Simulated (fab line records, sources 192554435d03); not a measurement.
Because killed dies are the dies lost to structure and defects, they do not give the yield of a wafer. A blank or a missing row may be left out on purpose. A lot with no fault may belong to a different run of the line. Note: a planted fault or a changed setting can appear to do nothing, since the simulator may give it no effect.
Matching of chambers	flow n5_finfet	N5_GATE_CUT_HM_OPEN_40 on rie_diel-03 has 4 sister chambers
The step chemistry C4F6/O2, target SiO2, target depth 139 nm, time 85.1 s. 8 wafers are shown with their chamber, then 11 later ones without.

== WAFERS WITH THEIR CHAMBER ==
wafer	chamber	showerhead_plenum_p_Torr (Torr)	rf_vpp_V (V)
L074.6	1	2.92	653
L083.3	3	2.92	658
L083.5	1	2.92	654
L085.1	3	2.91	660
L086.6	2	2.83	677
L088.2	2	2.83	677
L088.4	0	2.73	655
L089.3	0	2.73	657

== WAFERS MISSING THEIR CHAMBER ==
wafer	showerhead_plenum_p_Torr (Torr)	rf_vpp_V (V)
L089.4	2.91	652
L089.6	2.73	656
L090.2	2.73	655
L090.4	2.91	654
L090.5	2.82	677
L094.1	2.73	656
L094.4	2.73	656
L094.5	2.91	653
L096.1	2.82	677
L096.5	2.73	656
L096.6	2.91	658

== WHICH CHAMBER EACH WENT THROUGH ==
wafer	from the rows above	in truth
L089.4	1	1
L089.6	0	0
L090.2	0	0
L090.4	1	1
L090.5	2	2
L094.1	0	0
L094.4	0	0
L094.5	1	1
L096.1	2	2
L096.5	0	0
L096.6	3	3
Placed correctly: 11 of 11. From these rows, 0 cannot be placed. Placed wrongly: 0.
How it was worked out, from the rows above alone: a wafer's distance from a chamber is the root of the sum, over the readings, of the square of ((its reading less the chamber's mean) divided by the reading's scatter). The wafer belongs to the nearest chamber; if the next one is less than 2 further off, it can't be placed. The mean given for a chamber averages the wafers shown for that chamber. How the scatter is found: for the shown wafers, subtract from each reading the mean of its chamber, square and add these, divide the total by (wafers less chambers), then take the root.
